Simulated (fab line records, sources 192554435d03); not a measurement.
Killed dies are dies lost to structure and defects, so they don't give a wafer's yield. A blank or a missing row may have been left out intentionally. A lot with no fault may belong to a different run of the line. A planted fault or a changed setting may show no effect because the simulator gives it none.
Split-lot trial + flow n5_finfet + on a route of 1938 steps: 7 lots, 39 wafers read

== ABOUT THE SPLIT ==
At N5_BEOL_M0_SAQP_CUT_ETCH_46 (etches SOC in N2/H2, target depth 135 nm, overetch 27 nm, time 202.5 s), the setting time_s was moved away from the recipe's 202.5 s on 12 of the 39 wafers read, by -47.9% to -24.7%. This setting was run at the recipe's value on the other wafers.

Reading taken at the split's own step.

== THE READING ==
SiARC_of_BEOL_M0_SAQP_COAT_72.thk_nm (the simulator's own value, which no gauge read), in nm, at N5_BEOL_M0_SAQP_CUT_ETCH_46 (etches SOC in N2/H2, target depth 135 nm, overetch 27 nm, time 202.5 s). The file gives no usual value for it. Here, 27 wafers ran the recipe; their average is 4.8 nm with a standard deviation of 0.56 nm.

| wafer  | tool, chamber at the split | time_s as run, s | against the recipe | SiARC_of_BEOL_M0_SAQP_COAT_72.thk_nm, nm | against lot-mates on the recipe |
|--------|----------------------------|------------------|--------------------|------------------------------------------|---------------------------------|
| L074.1 | rie_diel-06, 0             | 202.5            | recipe             | 5                                        | -                               |
| L074.2 | rie_diel-06, 3             | 152.4            | -24.7%             | 6.8                                      | +2.0                            |
| L074.3 | rie_diel-06, 1             | 152.4            | -24.7%             | 7.4                                      | +2.6                            |
| L074.4 | rie_diel-06, 2             | 202.5            | recipe             | 5.2                                      | -                               |
| L074.5 | rie_diel-06, 3             | 202.5            | recipe             | 4.2                                      | -                               |
| L074.6 | rie_diel-06, 2             | 152.4            | -24.7%             | 7.6                                      | +2.8                            |
| L079.1 | rie_diel-02, 1             | 202.5            | recipe             | 5.2                                      | -                               |
| L079.5 | rie_diel-02, 1             | 202.5            | recipe             | 5.2                                      | -                               |
| L079.2 | rie_diel-02, 2             | 202.5            | recipe             | 5.6                                      | -                               |
| L079.3 | rie_diel-02, 0             | 202.5            | recipe             | 4.4                                      | -                               |
| L079.6 | rie_diel-02, 0             | 202.5            | recipe             | 4.4                                      | -                               |
| L079.4 | rie_diel-02, 3             | 202.5            | recipe             | 4.6                                      | -                               |
| L082.1 | rie_diel-02, 2             | 202.5            | recipe             | 5.6                                      | -                               |
| L082.2 | rie_diel-02, 1             | 111.4            | -45.0%             | 9.6                                      | +4.7                            |
| L082.5 | rie_diel-02, 1             | 111.4            | -45.0%             | 9.6                                      | +4.7                            |
| L082.3 | rie_diel-02, 3,0           | 202.5            | recipe             | 4.6                                      | -                               |
| L082.4 | rie_diel-02, 3,0           | 202.5            | recipe             | 4.6                                      | -                               |
| L082.6 | rie_diel-02, 0             | 111.4            | -45.0%             | 9                                        | +4.1                            |
| L081.1 | rie_diel-02, 0             | 202.5            | recipe             | 4.4                                      | -                               |
| L081.2 | rie_diel-02, 1             | 202.5            | recipe             | 5.2                                      | -                               |
| L081.3 | rie_diel-02, 3             | 118.1            | -41.7%             | 9                                        | +4.3                            |
| L081.4 | rie_diel-02, 2             | 118.1            | -41.7%             | 9.6                                      | +4.9                            |
| L081.5 | rie_diel-02, 2             | 118.1            | -41.7%             | 9.6                                      | +4.9                            |
| L081.6 | rie_diel-02, 3             | 202.5            | recipe             | 4.6                                      | -                               |
| L086.1 | rie_diel-06, 3             | 202.5            | recipe             | 3.8                                      | -                               |
| L086.3 | rie_diel-06, 0             | 202.5            | recipe             | 5                                        | -                               |
| L086.6 | rie_diel-06, 0             | 202.5            | recipe             | 5.2                                      | -                               |
| L091.1 | rie_diel-06, 3             | 202.5            | recipe             | 3.8                                      | -                               |
| L091.5 | rie_diel-06, 3             | 202.5            | recipe             | 3.8                                      | -                               |
| L091.2 | rie_diel-06, 1             | 105.5            | -47.9%             | 9.8                                      | +5.5                            |
| L091.3 | rie_diel-06, 2             | 105.5            | -47.9%             | 10                                       | +5.7                            |
| L091.4 | rie_diel-06, 1             | 105.5            | -47.9%             | 9.6                                      | +5.3                            |
| L091.6 | rie_diel-06, 2             | 202.5            | recipe             | 5.4                                      | -                               |
| L094.1 | rie_diel-06, 0,1,1         | 202.5            | recipe             | 5                                        | -                               |
| L094.4 | rie_diel-06, 0,1,1         | 202.5            | recipe             | 5                                        | -                               |
| L094.6 | rie_diel-06, 0,1,1         | 202.5            | recipe             | 5                                        | -                               |
| L094.2 | rie_diel-06, 3             | 202.5            | recipe             | 3.8                                      | -                               |
| L094.3 | rie_diel-06, 2             | 202.5            | recipe             | 5.4                                      | -                               |
| L094.5 | rie_diel-06, 2             | 202.5            | recipe             | 5.4                                      | -                               |
Where a row lists several chambers, the file gives one row for several wafers and doesn't say which wafer went through which chamber.

FIT RESULTS
A straight line over all 39 wafers: SiARC_of_BEOL_M0_SAQP_COAT_72.thk_nm changes by -0.105 nm for each +1% of time_s; r = -0.97; the points scatter about the line by 0.51 nm.
The same after taking each lot's own level away (the mean of its wafers on the recipe; 39 wafers): -0.108 nm for each +1%; r = -0.97; scatter 0.5 nm.
The reading moves by 5.2 nm for the largest change in time_s, on that fit.
The lots' own levels span 4.33 to 4.93 nm, that is 1.1 times the standard deviation above.
Consequently the slope shifts little with the lot-to-lot level, the two slopes agreeing.
Check: for one of the wafers moved furthest among these (-47.9%), held out of the fit, the line's prediction against its lot-mates is +5.12 nm. Against them it came out at +5.47 nm.

== THESE WAFERS: OTHER SPLITS ==
These wafers also went through other splits before the reading. Each is held against what the fit with the lots' levels taken away leaves over:
| other split on the same wafers              | wafers away from the commonest value | r with SiARC_of_BEOL_M0_SAQP_COAT_72.thk_nm (lot level and that fit taken away) |
|---------------------------------------------|--------------------------------------|---------------------------------------------------------------------------------|
| N5_FIN_SAQP_MANDREL_ETCH_22 target_depth_a  | 6                                    | +0.04                                                                           |
| N5_SD_EPI_N_DESCUM_14 time_s                | 18                                   | -0.08                                                                           |
| N5_HKMG_FIN_DEVELOP_11 develop_time_s       | 18                                   | -0.15                                                                           |
| N5_MOL_CONTACT_COAG_ETCH_124 target_depth_a | 12                                   | +0.22                                                                           |

== FILE'S OWN FIT ==
SiARC_of_BEOL_M0_SAQP_COAT_72.thk_nm changes by -0.108 nm for each +1% of time_s, r = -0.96.
